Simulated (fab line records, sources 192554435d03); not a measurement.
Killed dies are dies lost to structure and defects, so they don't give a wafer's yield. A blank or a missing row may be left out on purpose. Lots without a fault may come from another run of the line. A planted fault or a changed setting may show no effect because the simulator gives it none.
Split-lot experiment | flow n5_finfet | 7 lots, 39 wafers read, on a route of 1938 steps

THE SPLIT
At N5_ZERO_LAYER_ETCH_18 (etches Si in HBr/Cl2, target depth 120 nm, time 40 s), the setting target_depth_a was moved away from the recipe's 1200 angstrom on 15 of the 39 wafers read, by -46.5% to +46.6%. The other wafers ran this setting at the recipe's value.

The reading is taken at the split's own step.

THE READING
coat_of_ZERO_LAYER_COAT_05.thk_nm (the simulator's own value, which no gauge read), in nm, at N5_ZERO_LAYER_ETCH_18 (etches Si in HBr/Cl2, target depth 120 nm, time 40 s). The file gives no usual value for it. The 24 wafers here that ran the recipe average 930.5 nm, standard deviation 3.1 nm.

wafer  | tool, chamber at the split | target_depth_a as run, angstrom | against the recipe | coat_of_ZERO_LAYER_COAT_05.thk_nm, nm | against lot-mates on the recipe
L075.1 | rie_si-05, 0               | 1200                            | recipe             | 932.2                                 | -
L075.2 | rie_si-05, 1               | 1200                            | recipe             | 930.7                                 | -
L075.3 | rie_si-05, 3               | 769.8                           | -35.9%             | 949.3                                 | +17.8
L075.4 | rie_si-05, 2               | 769.8                           | -35.9%             | 945.1                                 | +13.6
L075.5 | rie_si-05, 0               | 769.8                           | -35.9%             | 944.2                                 | +12.7
L075.6 | rie_si-05, 3               | 1200                            | recipe             | 931.7                                 | -
L076.2 | rie_si-01, 2               | 1200                            | recipe             | 934.1                                 | -
L076.4 | rie_si-01, 1               | 1200                            | recipe             | 937                                   | -
L076.5 | rie_si-01, 2               | 1200                            | recipe             | 935.3                                 | -
L082.1 | rie_si-05, 3               | 1200                            | recipe             | 932.3                                 | -
L082.2 | rie_si-05, 1               | 642                             | -46.5%             | 949.5                                 | +21.2
L082.3 | rie_si-05, 0               | 1200                            | recipe             | 926.2                                 | -
L082.4 | rie_si-05, 2               | 642                             | -46.5%             | 949.8                                 | +21.5
L082.5 | rie_si-05, 1               | 642                             | -46.5%             | 946                                   | +17.7
L082.6 | rie_si-05, 0               | 1200                            | recipe             | 926.5                                 | -
L091.1 | rie_si-01, 3               | 1635                            | +36.3%             | 916.4                                 | -13.4
L091.2 | rie_si-01, 2               | 1635                            | +36.3%             | 922.4                                 | -7.4
L091.3 | rie_si-01, 0               | 1200                            | recipe             | 927.5                                 | -
L091.4 | rie_si-01, 1               | 1635                            | +36.3%             | 914.7                                 | -15.1
L091.5 | rie_si-01, 2               | 1200                            | recipe             | 929.3                                 | -
L091.6 | rie_si-01, 3               | 1200                            | recipe             | 932.7                                 | -
L093.1 | rie_si-05, 1               | 1759                            | +46.6%             | 917.4                                 | -14.8
L093.2 | rie_si-05, 2               | 1200                            | recipe             | 935.1                                 | -
L093.3 | rie_si-05, 0               | 1200                            | recipe             | 932.8                                 | -
L093.4 | rie_si-05, 3               | 1759                            | +46.6%             | 916.7                                 | -15.5
L093.5 | rie_si-05, 0               | 1200                            | recipe             | 928.6                                 | -
L093.6 | rie_si-05, 1               | 1759                            | +46.6%             | 919.3                                 | -12.9
L094.1 | rie_si-03, 1               | 1200                            | recipe             | 929.5                                 | -
L094.2 | rie_si-03, 0               | 1200                            | recipe             | 931.1                                 | -
L094.3 | rie_si-03, 2               | 1200                            | recipe             | 931.6                                 | -
L094.4 | rie_si-03, 3               | 1486                            | +23.8%             | 922.3                                 | -8.4
L094.5 | rie_si-03, 3               | 1486                            | +23.8%             | 925.6                                 | -5.1
L094.6 | rie_si-03, 2               | 1486                            | +23.8%             | 923                                   | -7.7
L096.1 | rie_si-05, 1               | 1200                            | recipe             | 929.6                                 | -
L096.2 | rie_si-05, 3               | 1200                            | recipe             | 928.3                                 | -
L096.3 | rie_si-05, 0               | 1200                            | recipe             | 926.5                                 | -
L096.4 | rie_si-05, 2               | 1200                            | recipe             | 928.6                                 | -
L096.5 | rie_si-05, 1               | 1200                            | recipe             | 930.6                                 | -
L096.6 | rie_si-05, 2               | 1200                            | recipe             | 924.6                                 | -

THE FIT
A straight line over all 39 wafers: coat_of_ZERO_LAYER_COAT_05.thk_nm changes by -0.351 nm for each +1% of target_depth_a; r = -0.94; the points scatter about the line by 3.1 nm.
The same after taking each lot's own level away (the mean of its wafers on the recipe; 39 wafers): -0.367 nm for each +1%; r = -0.97; scatter 2.3 nm.
On that fit, the largest move of target_depth_a shifts the reading by 17 nm.
The lots' own levels span 928.03 to 935.47 nm, that is 2.4 times the standard deviation above.
So the lot-to-lot level changes the slope little: the two slopes agree.
Check: with one of the wafers moved furthest among these (+46.6%) left out of the fit, the line predicts -16.5 nm for it against its lot-mates. It came out at -14.8 nm against them.

THE WHOLE CHAIN: every reading that the file lists as answering this split, in the file's order
step                   | what it does                                         | reading                                                                            | change (the file's fit)               | r (the file's)
N5_ZERO_LAYER_ETCH_18  | etches Si in HBr/Cl2, target depth 120 nm, time 40 s | ZERO_LAYER.feature_depth_nm (the simulator's own value, which no gauge read)       | +1.2 nm for each +1% of the setting   | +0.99
N5_ZERO_LAYER_ETCH_18  | etches Si in HBr/Cl2, target depth 120 nm, time 40 s | etch.depth_nm (the simulator's own value, which no gauge read)                     | +1.2 nm for each +1% of the setting   | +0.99
N5_ZERO_LAYER_ETCH_18  | etches Si in HBr/Cl2, target depth 120 nm, time 40 s | coat_of_ZERO_LAYER_COAT_05.thk_nm (the simulator's own value, which no gauge read) | -0.365 nm for each +1% of the setting | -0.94
N5_ZERO_LAYER_STRIP_24 | strips in O2                                         | strip_time_to_endpoint_s                                                           | withheld for each +1% of the setting  | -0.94

THE FILE'S OWN FIT
coat_of_ZERO_LAYER_COAT_05.thk_nm changes by -0.365 nm for each +1% of target_depth_a, r = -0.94.
